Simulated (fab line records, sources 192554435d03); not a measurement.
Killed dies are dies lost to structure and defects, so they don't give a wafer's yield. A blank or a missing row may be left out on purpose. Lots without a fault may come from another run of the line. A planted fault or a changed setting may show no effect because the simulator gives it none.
Chamber matching | flow n5_finfet | N5_MOL_CONTACT_COAG_ETCH_89 on rie_diel-02: 4 sister chambers
The step etches underlayer in N2/H2, target depth 13 nm, time 10.4 s. 20 wafers are shown with their chamber, then 10 later ones without.

WAFERS WITH THEIR CHAMBER
wafer  | chamber | showerhead_plenum_p_Torr (Torr) | throttle_valve_pct (%) | drypump_motor_current_A (A)
L075.2 | 2       | 2.65                            | 18.35                  | 5.2
L075.5 | 3       | 2.54                            | 17.82                  | 5.6
L075.6 | 0       | 2.41                            | 17.55                  | 5.3
L078.1 | 3       | 2.54                            | 17.82                  | 5.6
L078.2 | 0       | 2.40                            | 17.58                  | 5.3
L078.5 | 3       | 2.54                            | 17.82                  | 5.6
L079.3 | 0       | 2.40                            | 17.57                  | 5.3
L079.4 | 2       | 2.64                            | 18.35                  | 5.2
L079.6 | 2       | 2.64                            | 18.34                  | 5.2
L080.3 | 2       | 2.64                            | 18.37                  | 5.2
L080.4 | 1       | 2.63                            | 17.89                  | 6.2
L080.5 | 0       | 2.40                            | 17.58                  | 5.3
L084.1 | 0       | 2.40                            | 17.59                  | 5.3
L084.3 | 1       | 2.63                            | 17.91                  | 6.3
L084.4 | 2       | 2.64                            | 18.37                  | 5.2
L086.1 | 1       | 2.63                            | 17.92                  | 6.3
L086.3 | 2       | 2.64                            | 18.40                  | 5.3
L086.5 | 1       | 2.63                            | 17.91                  | 6.2
L087.1 | 3       | 2.53                            | 17.87                  | 5.7
L087.4 | 1       | 2.63                            | 17.94                  | 6.2

SIGNATURES (means of the wafers above)
reading                  | chamber 0 | chamber 1 | chamber 2 | chamber 3 | scatter within a chamber
showerhead_plenum_p_Torr | 2.4020    | 2.6300    | 2.6417    | 2.5375    | 0.00386
throttle_valve_pct       | 17.5740   | 17.9140   | 18.3633   | 17.8325   | 0.0201
drypump_motor_current_A  | 5.300     | 6.240     | 5.217     | 5.625     | 0.0417
Rule: a wafer's distance from a chamber is the root of the sum, over the readings, of the square of ((its reading less the chamber's mean) divided by the reading's scatter). The wafer belongs to the nearest chamber; if the next one is less than 2 further off, it can't be placed. The scatter: the root of (the sum of the squares of (reading less its chamber's mean) over the shown wafers, divided by (wafers less chambers)).

WAFERS WITHOUT THEIR CHAMBER
wafer  | showerhead_plenum_p_Torr (Torr) | throttle_valve_pct (%) | drypump_motor_current_A (A)
L087.5 | 2.63                            | 17.91                  | 6.2
L089.1 | 2.40                            | 17.62                  | 5.3
L089.4 | 2.64                            | 18.40                  | 5.3
L089.5 | 2.64                            | 18.40                  | 5.2
L090.1 | 2.40                            | 17.61                  | 5.3
L090.2 | 2.63                            | 17.92                  | 6.2
L090.5 | 2.63                            | 17.94                  | 6.2
L097.1 | 2.63                            | 18.43                  | 5.2
L097.3 | 2.52                            | 17.90                  | 5.6
L097.5 | 2.63                            | 18.40                  | 5.2

WHICH CHAMBER EACH WENT THROUGH
wafer  | from the rows above | in truth
L087.5 | 1                   | 1
L089.1 | 0                   | 0
L089.4 | 2                   | 2
L089.5 | 2                   | 2
L090.1 | 0                   | 0
L090.2 | 1                   | 1
L090.5 | 1                   | 1
L097.1 | 2                   | 2
L097.3 | 3                   | 3
L097.5 | 2                   | 2
Placed correctly: 10 of 10. Can't be placed from these rows: 0. Placed wrongly: 0.
